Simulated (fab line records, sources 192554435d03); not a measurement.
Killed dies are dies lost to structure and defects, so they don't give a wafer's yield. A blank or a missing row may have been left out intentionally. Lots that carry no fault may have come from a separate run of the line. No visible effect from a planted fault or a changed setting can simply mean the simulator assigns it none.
Which tool was responsible? | flow n5-finfet | Sampling: 10 lots, 30 wafers, 4 of 1938 route steps

WHAT THE GAUGES SHOWED, per wafer
N5_BEOL_M15_RS_MEAS_54: measurement is done with a four-point probe. Usual: M15_RS 0.0214 ohm/sq, standard deviation 0.00033.
lot  | measured     | on            | M15_RS (ohm/sq)      | flag
L782 | day 13 06:07 | film-metro-02 | 0.0209 0.0213 0.0215 |
L785 | day 14 13:10 | film-metro-01 | 0.0221 0.0216 0.0221 |
L787 | day 15 01:23 | film-metro-02 | 0.0220 0.0213 0.0220 |
L788 | day 15 14:23 | film-metro-02 | 0.0212 0.0213 0.0212 |
L789 | day 16 02:07 | film-metro-02 | 0.0216 0.0215 0.0211 |
L791 | day 16 06:36 | film-metro-01 | 0.0216 0.0215 0.0211 |
L798 | day 17 19:14 | film-metro-01 | 0.0211 0.0219 0.0214 |
L800 | day 18 15:57 | film-metro-02 | 0.0208 0.0215 0.0214 |
L804 | day 19 12:37 | film-metro-02 | 0.0207 0.0211 0.0208 |
L805 | day 19 14:43 | film-metro-01 | 0.0218 0.0215 0.0218 |

N5_MIM_TOP_LITHO_INSPECT_12: inspects for defects (macro). Usual: raw-defect-count reads 2.2 (standard deviation 1.6).
lot  | measured     | on                | raw-defect-count | flag
L782 | day 13 09:04 | defect-inspect-01 | 8 0 1            |
L785 | day 14 16:09 | defect-inspect-02 | 0 2 2            |
L787 | day 15 07:16 | defect-inspect-02 | 2 3 3            |
L788 | day 15 17:07 | defect-inspect-01 | >300 >300 >300   | OFF
L789 | day 16 05:55 | defect-inspect-02 | 3 3 2            |
L791 | day 16 11:13 | defect-inspect-01 | >300 >300 >300   | OFF
L798 | day 18 00:28 | defect-inspect-02 | 3 2 0            |
L800 | day 18 22:14 | defect-inspect-02 | 1 1 4            |
L804 | day 19 17:49 | defect-inspect-01 | 3 5 4            |
L805 | day 19 17:56 | defect-inspect-02 | 5 2 3            |

EACH LOT AND THE TOOL THAT RAN IT (in order: tool; ch and the chambers of the sampled wafers; start)
lot  | N5_BEOL_M15_SPUTTER_45       | N5_PASSIVATION_PECVD_00
L782 | pvd-sputter-01, day 13 04:29 | pecvd-03 ch 0,1,2, day 13 07:08
L785 | pvd-sputter-01, day 14 12:05 | pecvd-04 ch 0,2, day 14 14:11
L787 | pvd-sputter-01, day 15 00:18 | pecvd-04 ch 1,2, day 15 02:23
L788 | pvd-sputter-02, day 15 13:19 | pecvd-04 ch 0,2, day 15 15:25
L789 | pvd-sputter-03, day 16 01:01 | pecvd-01 ch 0,1,2, day 16 03:08
L791 | pvd-sputter-02, day 16 05:31 | pecvd-04 ch 0,1,2, day 16 07:37
L798 | pvd-sputter-02, day 17 18:10 | pecvd-01 ch 1,2, day 17 20:16
L800 | pvd-sputter-02, day 18 14:49 | pecvd-01 ch 0,1,2, day 18 16:58
L804 | pvd-sputter-02, day 19 11:31 | pecvd-03 ch 0,1,2, day 19 13:38
L805 | pvd-sputter-01, day 19 13:38 | pecvd-04 ch 0,1,2, day 19 15:44
- N5_BEOL_M15_SPUTTER_45: material Cu, target thk 100 nm, time 16.67 s.
- N5_PASSIVATION_PECVD_00: deposits SiO2 from SiH4/N2O, target thk 200 nm, time 11.2 s.

AS READ BY THE TOOLS THEMSELVES (means over the sampled wafers that have a number; for cases with no such wafer, the mark the record gives instead)
N5_BEOL_M15_SPUTTER_45. Usual: chamber-pressure-pa 0.12999 Pa, standard deviation 0.00025; chuck-sensor-temp-C -15.8 C, standard deviation 0.39; throttle-valve-pct 29.9 %, standard deviation 1.1.
lot  | tool           | chamber-pressure-pa (Pa) | chuck-sensor-temp-C (C) | throttle-valve-pct (%) | flag
L782 | pvd-sputter-01 | 0.12999                  | -15.9                   | 30.1                   |
L785 | pvd-sputter-01 | 0.13015                  | -16.0                   | 30.5                   |
L787 | pvd-sputter-01 | 0.12983                  | -15.9                   | 29.5                   |
L788 | pvd-sputter-02 | 0.12976                  | -15.8                   | 29.7                   |
L789 | pvd-sputter-03 | 0.13005                  | -15.8                   | 29.3                   |
L791 | pvd-sputter-02 | 0.12981                  | -15.5                   | 30.5                   |
L798 | pvd-sputter-02 | 0.13024                  | -15.8                   | 29.6                   |
L800 | pvd-sputter-02 | 0.13007                  | -15.9                   | 29.9                   |
L804 | pvd-sputter-02 | 0.13019                  | -15.5                   | 30.4                   |
L805 | pvd-sputter-01 | 0.13041                  | -16.0                   | 29.5                   |

N5_PASSIVATION_PECVD_00. Usual: heater-power-w 663 W, standard deviation 97; rf-fwd-power-W 600.1 W, standard deviation 2.2; showerhead-plenum-p-Torr 8.23 Torr, standard deviation 0.13; throttle-valve-pct 51 %, standard deviation 3.1.
lot  | tool     | heater-power-w (W) | rf-fwd-power-W (W) | showerhead-plenum-p-Torr (Torr) | throttle-valve-pct (%) | flag
L782 | pecvd-03 | 637                | 599.3              | 8.17                            | 51                     |
L785 | pecvd-04 | 751                | 603.3              | 8.27                            | 52                     |
L787 | pecvd-04 | 707                | 598.7              | 8.10                            | 49                     |
L788 | pecvd-04 | 731                | 601.2              | 8.29                            | 51                     |
L789 | pecvd-01 | 630                | 601.3              | 8.32                            | 51                     |
L791 | pecvd-04 | 749                | 600.3              | 8.19                            | 51                     |
L798 | pecvd-01 | 664                | 601.5              | 8.35                            | 51                     |
L800 | pecvd-01 | 628                | 601.4              | 8.32                            | 51                     |
L804 | pecvd-03 | 635                | 598.6              | 8.16                            | 52                     |
L805 | pecvd-04 | 756                | 600.3              | 8.18                            | 51                     |

THE ANSWER, worked out from the rows above alone
Rule: a lot counts as off when the mean over its wafers that have a number is more than 3 standard deviations away from the usual mean. A lot without any number at a reading at which 4 lots or more have one is off too. The other lots that the step has rows for count as sound. First the gauges in route order, then the tools' own readings, where a lot's mean is used as printed above. At the first step where some lot is off, the reading lying furthest off is the one used; lots without a number count as furthest.
Off: L788, L791, at N5_MIM_TOP_LITHO_INSPECT_12 (raw-defect-count). Without a number there: L788, L791.
A tool fits if, at a process step before that reading, it ran every lot that is off, and no sound lot after the first of them. Those tools and the gauges at N5_MIM_TOP_LITHO_INSPECT_12 are tried in the same way. Of those tried, none fits.

WHAT THE SIMULATOR PUT IN
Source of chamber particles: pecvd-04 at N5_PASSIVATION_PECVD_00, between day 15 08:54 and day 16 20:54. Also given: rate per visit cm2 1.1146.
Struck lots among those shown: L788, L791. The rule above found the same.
